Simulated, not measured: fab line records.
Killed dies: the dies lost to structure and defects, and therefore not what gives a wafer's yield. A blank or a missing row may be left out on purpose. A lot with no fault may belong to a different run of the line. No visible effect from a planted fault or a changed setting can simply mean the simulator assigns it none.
Struck lot and sound lot, side by side -- flow n5_finfet -- 17 out of 1938 route steps
Sound: the wafers L140.2, L140.3, L140.5. Wafers struck: L157.2, L157.3, L157.5. The cause comes at the end.
Per side, at each step with rows, come the tool, then ch with its chambers, and then its first start. Under that, the readings that differ: sound wafers -- struck wafers -- difference of the means -- sigmas: that difference in standard deviations of wafers without a fault.
alike: words and numbers the same on both sides, and readings whose means are apart by under 2 such deviations; not compared: readings that were withheld, readings missing a value for some wafer, numbers with overlapping values and no deviation given by the record, and bounds like >300 which may hide the same value.
A row with sigmas, a row that says differs or no value, or rows on one side alone: a step with any of these is where the two part. Numbers that have no deviation but don't overlap get no sigmas and don't part them. A reading that every wafer of one side lacks parts them only if that side has two wafers or more.

first, 9 steps without rows for these wafers: N5_BEOL_M6_ILD_DEP_00 (deposits SiCOH lowk from DEMS/porogen, target thk 179.75 nm, time 33.4 s); N5_BEOL_M6_CURE_74 (cures SiCOH lowk, time 240 s); N5_BEOL_M6_PECVD_70 (deposits SiO2 from TEOS/O2, target thk 20 nm, time 22.7 s); N5_BEOL_M6_HM_DEP_02 (deposits TiN, target thk 20 nm); N5_BEOL_M6_COAT_59 (time 60 s, resist thk 100 nm); N5_BEOL_M6_COAT_60 (time 60 s, resist thk 35 nm); N5_BEOL_M6_COAT_05 (resist thk 90 nm); N5_BEOL_M6_EBR_07; N5_BEOL_M6_SOFTBAKE_06 (time 60 s).
N5_BEOL_M6_EXPOSE_08: exposes mask M6.
  sound on arfi_scanner-02 ch 0, day 9 08:57; struck on arfi_scanner-01 ch 0, day 13 20:36
reading,sound,struck,difference,sigmas
exposure_dose_mJ_cm2,68.19 68.25 68.32,69.56 69.58 69.45,+1.28,+19
  alike: mask
then, 3 steps without rows for these wafers: N5_BEOL_M6_PEB_09 (peb time 60 s); N5_BEOL_M6_DEVELOP_10 (develop time 30 s); N5_BEOL_M6_DESCUM_16 (chemistry O2, time 7.9 s).
N5_BEOL_M6_ETCH_61: etches SiARC in CF4, target depth 45.5 nm, time 75.8 s.
  sound on rie_diel-05 ch 2,3, day 9 09:13; struck on rie_diel-05 ch 0,1,2, day 13 20:50
reading,sound,struck,difference,sigmas
model.BEOL_M6.cd_offset_nm (nm),-0.2 -0.4 0,0.4 0.2 0.8,+0.7,
  alike: drypump_motor_current_A, etch_rf_on_time_s, oes_product_au, rf_vpp_V, showerhead_plenum_p_Torr, throttle_valve_pct
  not compared: rf_hours_counter_h
N5_BEOL_M6_ETCH_62: etches SOC in N2/H2, target depth 110 nm, overetch 22 nm, time 165 s.
  sound on rie_diel-05 ch 2,3, day 9 09:16; struck on rie_diel-05 ch 0,1,2, day 13 20:54
  alike: drypump_motor_current_A, oes_product_au, rf_vpp_V, showerhead_plenum_p_Torr, throttle_valve_pct
  not compared: rf_hours_counter_h, model.BEOL_M6.cd_offset_nm
then, 1 step without rows for these wafers: N5_BEOL_M6_STRIP_68 (strips in N2/H2).
N5_PASSIVATION_PROBE_49:
  the record has rows for the sound wafers here (prober-02, day 13 06:23) and none for the struck ones

== WHERE THEY PART ==
Last at N5_PASSIVATION_PROBE_49 as far as this record goes, first at N5_BEOL_M6_EXPOSE_08.

WHY: whatever the simulator had introduced
Process parameter drift: arfi_scanner-01, from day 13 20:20 on, at N5_BEOL_M6_EXPOSE_08. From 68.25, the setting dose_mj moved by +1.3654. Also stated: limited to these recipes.
